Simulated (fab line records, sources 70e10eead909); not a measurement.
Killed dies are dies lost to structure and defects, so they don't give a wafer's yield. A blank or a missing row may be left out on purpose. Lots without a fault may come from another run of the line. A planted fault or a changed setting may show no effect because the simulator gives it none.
Which tool did it? | flow nand_harc | 12 lots, 36 wafers sampled, at 6 steps of a route of 1159

WHAT THE GAUGES READ, wafer by wafer
NHARC_A_CONTACT_OVL_MEAS_09.
lot  | measured     | on         | overlay_x_nm (nm) | overlay_y_nm (nm)
L129 | day 17 05:29 | overlay-02 | -0.2 0.4 1.1      | -0.1 0.1 -0.2
L130 | day 17 16:31 | overlay-01 | -0.8 -1.9 -1.3    | 1.1 0.8 0.8
L132 | day 18 15:28 | overlay-01 | -1.5 -1.7 -2.2    | -1.7 -2.4 -2.0
L134 | day 18 20:25 | overlay-02 | 0.8 0.5 0.5       | -1.1 -0.4 -0.9
L135 | day 18 23:26 | overlay-01 | -0.4 -0.3 -0.3    | -0.5 -0.4 -1.0
L138 | day 19 11:25 | overlay-01 | -0.4 -0.3 -0.7    | -0.2 -0.5 -0.2
L139 | day 20 09:24 | overlay-01 | -0.6 -1.1 -0.4    | 0.0 0.5 0.3
L137 | day 20 10:38 | overlay-01 | 2.5 3.0 2.0       | 0.8 0.5 1.0
L140 | day 20 15:36 | overlay-02 | 0.9 0.8 0.5       | 1.3 1.7 1.5
L141 | day 20 15:55 | overlay-01 | 1.2 1.2 1.2       | 0.0 0.5 0.0
L143 | day 21 00:16 | overlay-01 | 1.5 0.9 0.9       | -0.2 -0.4 -0.9
L142 | day 21 04:37 | overlay-01 | -0.2 -0.6 -0.9    | 0.4 0.1 -0.2

NHARC_A_BLC_CD_MEAS_10: target cd 100 nm.
lot  | measured     | on        | cd_nm (nm)
L129 | day 17 18:34 | cd_sem-02 | 99.6 100.4 100.6
L130 | day 18 02:38 | cd_sem-02 | 101.0 100.2 100.8
L132 | day 19 00:29 | cd_sem-01 | 99.5 99.7 100.1
L134 | day 19 01:47 | cd_sem-03 | 98.9 100.2 99.6
L135 | day 19 04:44 | cd_sem-02 | 101.2 101.3 100.5
L138 | day 19 18:12 | cd_sem-02 | 98.4 99.5 99.4
L139 | day 20 15:13 | cd_sem-02 | 99.8 100.1 99.3
L137 | day 20 15:56 | cd_sem-02 | 100.2 99.4 100.1
L140 | day 20 23:41 | cd_sem-01 | 99.9 100.3 100.6
L141 | day 21 00:20 | cd_sem-03 | 99.9 98.6 100.1
L143 | day 21 15:40 | cd_sem-01 | 108.2 108.7 107.7
L142 | day 22 02:46 | cd_sem-03 | 105.6 107.7 106.2

NHARC_A_BLC_OVL_MEAS_11.
lot  | measured     | on         | overlay_x_nm (nm) | overlay_y_nm (nm)
L129 | day 17 18:40 | overlay-01 | 0.7 0.8 1.0       | -0.7 0.0 -0.4
L130 | day 18 02:44 | overlay-01 | -1.0 -1.0 -0.3    | 0.5 0.5 0.5
L132 | day 19 00:34 | overlay-01 | 1.7 1.3 0.8       | -0.5 0.1 -0.1
L134 | day 19 01:52 | overlay-01 | -0.7 -1.0 -0.8    | 0.8 0.6 0.4
L135 | day 19 04:50 | overlay-01 | -0.5 -1.0 -0.6    | -1.4 -1.4 -1.3
L138 | day 19 18:18 | overlay-02 | -0.8 -1.3 -1.5    | 0.5 0.6 0.9
L139 | day 20 15:18 | overlay-01 | -1.1 -1.3 -0.8    | 1.7 1.5 1.4
L137 | day 20 16:01 | overlay-02 | -1.9 -2.0 -2.3    | 1.4 0.8 0.8
L140 | day 20 23:46 | overlay-01 | 0.5 0.8 1.0       | -1.5 -1.2 -1.4
L141 | day 21 00:26 | overlay-02 | 1.1 1.7 1.4       | 0.6 0.4 -0.1
L143 | day 21 15:45 | overlay-01 | 0.4 1.0 1.2       | -1.1 -1.0 -0.6
L142 | day 22 02:51 | overlay-01 | 1.7 1.6 2.0       | 0.2 0.3 0.0

NHARC_END_SORT_01.
lot  | measured     | on        | killed_at_array | killed_at_other | killed_at_periphery | killed_dies | killed_open | killed_short
L143 | day 23 23:53 | prober-02 | 41 36 30        | 0 0 1           | 3 3 4               | 44 39 35    | 7 2 3       | 1 4 2
L142 | day 24 08:58 | prober-01 | 41 38           | 0 0             | 1 2                 | 42 40       | 2 2         | 3 4

WHICH TOOL RAN EACH LOT (tool, then ch and the chambers of the sampled wafers, then the start)
lot  | NHARC_A_CONTACT_ETCH_110           | NHARC_A_BLC_EXPOSE_07
L129 | rie_diel-10 ch 1,2,3, day 17 08:12 | arfi_scanner-01 ch 0, day 17 18:26
L130 | rie_diel-07 ch 0,1,3, day 17 19:30 | arfi_scanner-01 ch 0, day 18 02:31
L132 | rie_diel-09 ch 2,3, day 18 18:13   | arfi_scanner-02 ch 0, day 19 00:21
L134 | rie_diel-07 ch 0,2, day 18 23:07   | arfi_scanner-03 ch 0, day 19 01:38
L135 | rie_diel-07 ch 1,2, day 19 02:08   | arfi_scanner-03 ch 0, day 19 04:36
L138 | rie_diel-09 ch 0,1,2, day 19 14:06 | arfi_scanner-02 ch 0, day 19 18:04
L139 | rie_diel-09 ch 0,1,2, day 20 12:32 | arfi_scanner-01 ch 0, day 20 15:04
L137 | rie_diel-07 ch 0,3, day 20 13:24   | arfi_scanner-01 ch 0, day 20 15:48
L140 | rie_diel-07 ch 1,3, day 20 19:14   | arfi_scanner-03 ch 0, day 20 23:33
L141 | rie_diel-10 ch 0,3, day 20 19:52   | arfi_scanner-03 ch 0, day 21 00:12
L143 | rie_diel-10 ch 0,2, day 21 03:29   | arfi_scanner-03 ch 0, day 21 15:31
L142 | rie_diel-10 ch 1,2,3, day 21 14:04 | arfi_scanner-03 ch 0, day 22 02:38
- NHARC_A_CONTACT_ETCH_110: etches the open film in CF4/O2, target depth 50 nm, overetch 5 nm, time 27.5 s.
- NHARC_A_BLC_EXPOSE_07: exposes mask A BLC, target cd 100 nm.

WHAT THE TOOLS THEMSELVES READ (means of the sampled wafers that have a number; where no wafer has one, the mark that the record gives instead)
NHARC_A_CONTACT_ETCH_110.
lot  | tool        | drypump_motor_current_A (A) | oes_f_703_au (a.u.) | oes_product_au (a.u.) | rf_vpp_V (V) | showerhead_plenum_p_Torr (Torr) | throttle_valve_pct (%)
L129 | rie_diel-10 | 5.8                         | 1.001               | 0.992                 | 198.8        | 1.40                            | 13.400
L130 | rie_diel-07 | 6.2                         | 1.005               | 0.987                 | 197.2        | 1.35                            | 13.402
L132 | rie_diel-09 | 5.5                         | 0.997               | 0.994                 | 198.8        | 1.41                            | 13.389
L134 | rie_diel-07 | 6.0                         | 1.001               | 1.000                 | 197.7        | 1.35                            | 13.397
L135 | rie_diel-07 | 6.0                         | 1.004               | 1.010                 | 196.2        | 1.29                            | 13.394
L138 | rie_diel-09 | 5.8                         | 1.001               | 0.980                 | 198.0        | 1.37                            | 13.400
L139 | rie_diel-09 | 5.8                         | 0.999               | 0.988                 | 198.7        | 1.37                            | 13.399
L137 | rie_diel-07 | 6.1                         | 1.000               | 0.993                 | 197.9        | 1.36                            | 13.393
L140 | rie_diel-07 | 6.1                         | 1.003               | 1.012                 | 198.2        | 1.31                            | 13.409
L141 | rie_diel-10 | 5.7                         | 0.998               | 0.987                 | 198.3        | 1.34                            | 13.399
L143 | rie_diel-10 | 6.4                         | 1.004               | 1.007                 | 198.7        | 1.38                            | 13.392
L142 | rie_diel-10 | 5.8                         | 1.001               | 0.991                 | 199.6        | 1.39                            | 13.392

NHARC_A_BLC_EXPOSE_07.
lot  | tool            | exposure_dose_mJ_cm2 | focus_offset_nm (nm)
L129 | arfi_scanner-01 | 67.95                | -0.4
L130 | arfi_scanner-01 | 67.90                | -0.4
L132 | arfi_scanner-02 | 67.97                | 0.4
L134 | arfi_scanner-03 | 67.93                | 0.6
L135 | arfi_scanner-03 | 67.97                | -0.6
L138 | arfi_scanner-02 | 67.92                | 0.5
L139 | arfi_scanner-01 | 67.94                | -0.2
L137 | arfi_scanner-01 | 68.01                | -0.2
L140 | arfi_scanner-03 | 67.99                | -0.2
L141 | arfi_scanner-03 | 67.96                | 0.6
L143 | arfi_scanner-03 | 79.19                | 0.3
L142 | arfi_scanner-03 | 76.80                | 0.1

THE ANSWER, worked out from the rows above alone
Rule: what is usual is taken from the lots themselves. Put in order of their means at a reading, lots are off if they are a third of the lots or fewer, leave a main group of 4 or more, and stand apart from it by a gap of 3 or more times the standard deviation of the main group's means; of several such gaps the widest counts. A main group whose means are all the same, to the digits that the tables above print for the reading, isn't used. A lot without any number at a reading at which 4 lots or more have one is off too. The other lots that the step has rows for count as sound. The gauges are gone through in route order, then the tools' own readings, and for those a lot's mean is taken as printed above. The first step at which some lot is off is used, and at that step the reading that is off furthest; a lot without a number counts as furthest.
Off: L143, L142, at NHARC_A_BLC_CD_MEAS_10 (cd_nm). The main group: mean 100.0 nm, standard deviation 0.54.
A tool fits if, at a process step before that reading, it ran every lot that is off, and no sound lot after the first of them. The gauges at NHARC_A_BLC_CD_MEAS_10 aren't tried: what is off there is off at NHARC_A_BLC_EXPOSE_07 too, on other tools, and a gauge's error can't cause that. Can't be told from this: 2 tools fit, rie_diel-10 at NHARC_A_CONTACT_ETCH_110, arfi_scanner-03 at NHARC_A_BLC_EXPOSE_07.

WHAT THE SIMULATOR HAD PUT IN
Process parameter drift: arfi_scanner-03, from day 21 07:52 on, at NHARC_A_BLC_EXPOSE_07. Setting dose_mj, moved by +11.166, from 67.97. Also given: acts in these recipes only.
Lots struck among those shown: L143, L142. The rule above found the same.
